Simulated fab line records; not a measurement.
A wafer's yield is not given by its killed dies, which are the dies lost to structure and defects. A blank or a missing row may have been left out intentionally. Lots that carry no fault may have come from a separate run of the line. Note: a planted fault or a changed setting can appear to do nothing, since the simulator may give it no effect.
Lot-split experiment + flow n5_finfet + route with 1938 steps; 7 lots, 21 wafers read

## ABOUT THE SPLIT
At N5_BEOL_M11_ETCH_41 (etches SiCN in CH3F/O2, target depth 42.6 nm, time 86 s), the setting time_s was moved away from the recipe's 86 s on 8 of the 21 wafers read, by -21.3% to +20.7%. For the rest of the wafers, this setting stayed at what the recipe calls for.

Reading taken at the split's own step.

## THE READING
etch.depth_nm (the simulator's own value, which no gauge read), in nm, at N5_BEOL_M11_ETCH_41 (etches SiCN in CH3F/O2, target depth 42.6 nm, time 86 s). The file gives no usual value for it. The 13 wafers here that ran the recipe average 32.94 nm, standard deviation 0.51 nm.

| wafer  | tool, chamber at the split | time_s as run, s | against the recipe | etch.depth_nm, nm | against lot-mates on the recipe |
|--------|----------------------------|------------------|--------------------|-------------------|---------------------------------|
| L076.3 | rie_diel-01, 3             | 86               | recipe             | 32.61             | -                               |
| L076.5 | rie_diel-01, 1             | 103.8            | +20.7%             | 37.99             | +5.30                           |
| L076.6 | rie_diel-01, 0             | 86               | recipe             | 32.77             | -                               |
| L075.3 | rie_diel-01, 2             | 103.3            | +20.1%             | 38.47             | +6.60                           |
| L075.4 | rie_diel-01, 2             | 86               | recipe             | 31.87             | -                               |
| L075.6 | rie_diel-01, 0             | 103.3            | +20.1%             | 38.89             | +7.02                           |
| L077.1 | rie_diel-02, 0             | 86               | recipe             | 32.87             | -                               |
| L077.2 | rie_diel-02, 3             | 67.65            | -21.3%             | 25.54             | -7.33                           |
| L077.3 | rie_diel-02, 2             | 67.65            | -21.3%             | 26.61             | -6.26                           |
| L080.2 | rie_diel-02, 3             | 86               | recipe             | 32.39             | -                               |
| L080.3 | rie_diel-02, 2             | 86               | recipe             | 33.76             | -                               |
| L080.5 | rie_diel-02, 3             | 78.03            | -9.3%              | 29.36             | -3.72                           |
| L081.3 | rie_diel-02, 1             | 86               | recipe             | 33.24             | -                               |
| L081.5 | rie_diel-02, 1             | 86               | recipe             | 32.88             | -                               |
| L081.6 | rie_diel-02, 2             | 86               | recipe             | 33.91             | -                               |
| L083.1 | rie_diel-05, 0             | 86               | recipe             | 33.22             | -                               |
| L083.3 | rie_diel-05, 2             | 91.67            | +6.6%              | 34.98             | +1.93                           |
| L083.4 | rie_diel-05, 1             | 86               | recipe             | 32.87             | -                               |
| L093.1 | rie_diel-01, 3             | 86               | recipe             | 32.79             | -                               |
| L093.4 | rie_diel-01, 0             | 86               | recipe             | 33.04             | -                               |
| L093.5 | rie_diel-01, 0             | 101.7            | +18.3%             | 38.66             | +5.74                           |

FIT RESULTS
A straight line over all 21 wafers: etch.depth_nm changes by +0.301 nm for each +1% of time_s; r = +0.99; the points scatter about the line by 0.57 nm.
The same after taking each lot's own level away (the mean of its wafers on the recipe; 21 wafers): +0.317 nm for each +1%; r = +0.99; scatter 0.5 nm.
On that fit, the largest move of time_s shifts the reading by 6.8 nm.
From 31.870 to 33.343 nm: that is the span of the lots' own levels, equal to 2.9 times the standard deviation above.
The two slopes are in agreement: the lot-to-lot level therefore moves the slope only a little.
Check: for one of the wafers moved furthest among these (-21.3%), held out of the fit, the line's prediction against its lot-mates is -6.67 nm. Against them it came out at -7.33 nm.

## THESE WAFERS: OTHER SPLITS
Note: prior to the reading, these wafers also went through further splits. Each is held against what the fit with the lots' levels taken away leaves over:
| other split on the same wafers    | wafers away from the commonest value | r with etch.depth_nm (lot level and that fit taken away) |
|-----------------------------------|--------------------------------------|----------------------------------------------------------|
| N5_BEOL_M10_COAT_63 spin_rpm      | 4                                    | -0.17                                                    |
| N5_BEOL_M10_EXPOSE_25 dose_mj     | 12                                   | -0.10                                                    |
| N5_BEOL_M11_ETCH_66 time_s        | 7                                    | -0.06                                                    |
| N5_BEOL_M11_TRENCH_ETCH_37 bias_w | 10                                   | +0.04                                                    |

## FILE'S OWN FIT
etch.depth_nm changes by +0.31 nm for each +1% of time_s, r = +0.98.
